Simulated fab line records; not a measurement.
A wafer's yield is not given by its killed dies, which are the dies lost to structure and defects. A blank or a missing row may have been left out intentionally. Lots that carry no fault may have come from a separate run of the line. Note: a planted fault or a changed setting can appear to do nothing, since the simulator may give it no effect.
Struck lot and sound lot, side by side | flow n5_finfet | 14 out of 1938 route steps
Sound: these wafers, L774.1, L774.2. The struck wafers were L781.1, L781.4, L781.5. Last of all comes the cause.
Each step with rows lists, per side, the tool, then ch with its chambers, then its first start. Under that, the readings that differ: sound wafers | struck wafers | difference of the means | sigmas: that difference in standard deviations of wafers without a fault.
alike: readings with means less than 2 such deviations apart, plus words and numbers identical on both sides. not compared: withheld readings, readings lacking a value on some wafer, bounds such as >300 that could conceal the same value, and numbers that have no deviation in the record and whose values overlap.
Wherever a step has rows on one side only, a row that says differs or no value, or a row with sigmas, the two part there. Non-overlapping numbers with no deviation appear without sigmas and do not part them. Lack of a reading on every wafer of one side parts them only where that side has two or more wafers.

N5_BEOL_M14_STRIP_63: strips in O2.
  sound on rie_diel-04 ch 2,3; struck on rie_diel-05 ch 0,1,3
  alike: drypump_motor_current_A, oes_product_au, rf_vpp_V, showerhead_plenum_p_Torr, temp_c, throttle_valve_pct
  not compared: rf_hours_counter_h
N5_BEOL_M14_STRIP_64: strips in O2.
  sound on rie_diel-04 ch 2,3; struck on rie_diel-05 ch 0,1,3
  alike: drypump_motor_current_A, oes_product_au, rf_vpp_V, showerhead_plenum_p_Torr, temp_c, throttle_valve_pct
  not compared: rf_hours_counter_h
then, 2 steps without rows for these wafers: N5_BEOL_M14_STRIP_71 (strips in post etch residue remover, time 60 s); N5_BEOL_M14_SRD_72 (time 30 s, dry time 30 s).
N5_BEOL_M14_CD_MEAS_17: the cd target is 250 nm.
  struck on cd_sem-03, day 13 02:42; sound on cd_sem-02, day 11 23:20
  alike: cd_nm
then, 7 steps without rows for these wafers: N5_BEOL_M14_COAT_65 (time 60 s, resist thk 450 nm); N5_BEOL_M14_COAT_66 (time 60 s, resist thk 110 nm); N5_BEOL_M14_COAT_22 (resist thk 300 nm); N5_BEOL_M14_EBR_24; N5_BEOL_M14_SOFTBAKE_23 (time 60 s); N5_BEOL_M14_EXPOSE_25 (exposes mask M14, target cd 280 nm); N5_BEOL_M14_PEB_26 (peb time 90 s).
N5_BEOL_M14_DEVELOP_27: develop time 45 s.
  sound on litho_track-03 ch 0, day 11 23:41; struck on litho_track-02, day 13 03:05
  no value came back on the struck wafers for chill_plate_temp_C (C), develop_time_s (s), developer_temp_C (C), exhaust_pa (Pa); on the sound wafers chill_plate_temp_C (C) reads 22.81 22.89
  reading                                    | sound       | struck            | difference | sigmas
  model.coat_of_BEOL_M14_COAT_22.thk_nm (nm) | 287.8 287.6 | 299.6 300.8 300.2 | +12.5      |
then, 1 step without rows for these wafers: N5_BEOL_M14_HARDBAKE_32 (time 120 s).

WHERE THEY PART
Only at N5_BEOL_M14_DEVELOP_27, within this record.

WHY: whatever the simulator had introduced
Step skipped in full: litho_track-02, at N5_BEOL_M14_DEVELOP_27, from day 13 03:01 onward. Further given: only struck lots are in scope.
